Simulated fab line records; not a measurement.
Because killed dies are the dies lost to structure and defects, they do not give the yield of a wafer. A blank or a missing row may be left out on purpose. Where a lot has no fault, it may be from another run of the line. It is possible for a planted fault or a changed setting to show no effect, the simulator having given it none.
A struck lot beside a sound one	flow n5 finfet	39 out of 1938 route steps
Sound: the wafers L228.3, L228.4, L228.5. Struck: wafer L248.2 (left out: L248.1, L248.5 of the same lot, which were not struck); the cause appears at the end.
At each step with rows: each side's tool, then ch and its chambers, then its first start. Under that, the readings that differ: sound wafers	struck wafers	difference of the means	sigmas: that difference in standard deviations of wafers without a fault.
alike: a reading whose means differ by less than 2 such deviations, as well as words and numbers matching on both sides. not compared: withheld readings; readings where some wafer has no value; bounds like >300 that might hide an equal value; numbers whose values overlap and for which the record gives no deviation.
A row with sigmas, a row that says differs or no value, or rows on one side alone: a step with any of these is where the two part. Numbers that don't overlap but have no deviation are shown without sigmas and don't part them. A reading that every wafer of one side lacks parts them only if that side has two wafers or more.

first, 10 steps without rows for these wafers: N5_DUMMY_REMOVAL_HM_STRIP_01 (strips SiNx in CH3F/O2, stops on poly-Si, target depth 4 nm, time 6.8 s); N5_DUMMY_REMOVAL_STRIP_10 (strips in N2/H2, time 40 s); N5_DUMMY_REMOVAL_PRECLEAN_07 (cleans in dHF, time 30 s); N5_DUMMY_REMOVAL_DUMMY_REMOVE_02 (chemistry TMAH, target poly-Si, stops on SiO2, target depth 142 nm, time 57 s, rinse time 30 s); N5_DUMMY_REMOVAL_PRECLEAN_08 (cleans in NF3:NH3, afs cycles 2, time 20 s, sublimation time 60 s); N5_DUMMY_REMOVAL_PRECLEAN_04 (cleans in DHF, time 37 s); N5_DUMMY_REMOVAL_SRD_05 (time 30 s); N5_HKMG_FIN_IL_REGROW_00 (material SiO2, chemistry O3, target thk 0.75 nm, time 30 s); N5_HKMG_FIN_HK_ALD_01 (deposits HfO2, target thk 1.6 nm, pulse time 3 s, purge time 3 s); N5_HKMG_FIN_HK_ANNEAL_02 (time 30 s).
N5_HKMG_FIN_ALD_74: deposits La2O3, target thk 0.5 nm, pulse time 6 s, co reactant pulse time 1 s.
  sound on ald hk-01 ch 1,2,3, day 3 22:46; struck on ald hk-01 ch 0, day 8 23:59
  alike: heater power w, precursor pulse height rel
then, 26 steps without rows for these wafers: N5_HKMG_FIN_ALD_75 (deposits Al2O3, target thk 1 nm, co reactant pulse time 1 s); N5_HKMG_FIN_COAT_41 (time 60 s, resist thk 300 nm); N5_HKMG_FIN_COAT_42 (time 60 s, resist thk 35 nm); N5_HKMG_FIN_COAT_43 (resist thk 90 nm); N5_HKMG_FIN_EBR_45; N5_HKMG_FIN_SOFTBAKE_44 (time 60 s); N5_HKMG_FIN_EXPOSE_46 (exposes mask NDIPOLE); N5_HKMG_FIN_PEB_47 (peb time 60 s); N5_HKMG_FIN_DEVELOP_48 (develop time 30 s); N5_HKMG_FIN_DESCUM_53 (chemistry O2, time 7.9 s); N5_HKMG_FIN_ETCH_54 (etches SiARC in CF4, target depth 45.5 nm, time 75.8 s); N5_HKMG_FIN_ETCH_55 (etches SOC in N2/H2, target depth 240 nm, time 300 s); N5_HKMG_FIN_STRIP_56 (strips in N2/H2); N5_HKMG_FIN_STRIP_57 (strips in CF4); N5_HKMG_FIN_ETCH_58 (etches SOC in N2/H2, target depth 215.8 nm, time 741 s); N5_HKMG_FIN_STRIP_93 (strips SOC in N2/H2, time 20 s); N5_HKMG_FIN_WET_ETCH_76 (etches Al2O3 in dNH4OH, stops on La2O3, target depth 2.25 nm, rinse time 30 s); N5_HKMG_FIN_STRIP_60 (strips in N2/H2, time 360 s); N5_HKMG_FIN_WET_ETCH_77 (etches La2O3 in dHCl, stops on HfO2, target depth 2 nm); N5_HKMG_FIN_WET_ETCH_78 (etches Al2O3 in dNH4OH, stops on La2O3, target depth 4.5 nm, rinse time 30 s); N5_HKMG_FIN_ALD_79 (deposits TiN, target thk 1.5 nm, pulse time 1 s, purge time 3 s); N5_HKMG_FIN_CVD_62 (deposits a-Si from Si2H6, target thk 3 nm, time 20.8 s); N5_HKMG_FIN_RTA_80 (time 2 s); N5_HKMG_FIN_PRECLEAN_64 (cleans in dHF, time 30 s); N5_HKMG_FIN_WET_ETCH_65 (etches a-Si in TMAH, stops on TiN, time 49 s, target depth 3 nm); N5_HKMG_FIN_WET_ETCH_81 (etches TiN in SC1, stops on HfO2, time 57 s, target depth 6 nm).
-- a jump in the record: the struck wafers' starts before and after are 4 days apart (it breaks off in module HKMG_FIN and resumes in module BEOL_M4, where the first step shown is number 1111 of the route) --
N5_BEOL_M4_RC_MEAS_101:
  sound on prober-02 ch 0, day 8 12:49; struck on prober-01 ch 0, day 13 11:28
reading	sound	struck	difference	sigmas
IOFF_P (nA/um)	0.253 0.206 0.196	3.202	+2.984	+99 or more
IOFF_P_85C (nA/um)	4.2 3.5 3.4	35.8	+32.1	+82
IOFF_P_LIN (nA/um)	0.114 0.099 0.094	1.566	+1.464	+99 or more
IOFF_P_LONG (nA/um)	0.000117 0.000114 0.000112	0.001365	+0.001251	+99 or more
ION_P (uA/um)	475 467 473	563	+91	+14
VT_N_LVT (mV)	95.1 97.6 97.4	177.7	+81.0	+34
VT_P (mV)	-246.8 -247.3 -250.0	-173.4	+74.6	+26
VT_P_LONG (mV)	-275.0 -275.3 -275.6	-197.1	+78.2	+31
  alike: DIBL_N, DIBL_P, IOFF_N, ION_N, SS_N, SS_P, VT_N
-- record jumps: 5 days separate the struck wafers' starts on either side; left off in module BEOL_M4, taken up again in module PASSIVATION, whose first shown step is the route's number 1936 --
N5_PASSIVATION_PROBE_49:
  struck on prober-02, day 18 06:08; sound on prober-02, day 12 19:04
reading	sound	struck	difference	sigmas
killed_at_M0_to_M3	19 32 21	46	+22	+2
sort_bin_4_leakage (%)	0 0 0	89.83	+89.83	
sort n pass	1077 1077 1099	0	-1084	-64
sort yield pct (%)	91.3 91.3 93.1	0	-92	-66
  alike: defect limited yield, killed_at_M4_up, killed at contacts, killed at front end, killed at other, killed dies, killed open, killed short, sort_bin_5_function, sort_bin_6_memory

== WHERE THEY PART ==
At N5_BEOL_M4_RC_MEAS_101 first; at N5_PASSIVATION_PROBE_49 last (within this record only).

WHY: the cause the simulator had injected
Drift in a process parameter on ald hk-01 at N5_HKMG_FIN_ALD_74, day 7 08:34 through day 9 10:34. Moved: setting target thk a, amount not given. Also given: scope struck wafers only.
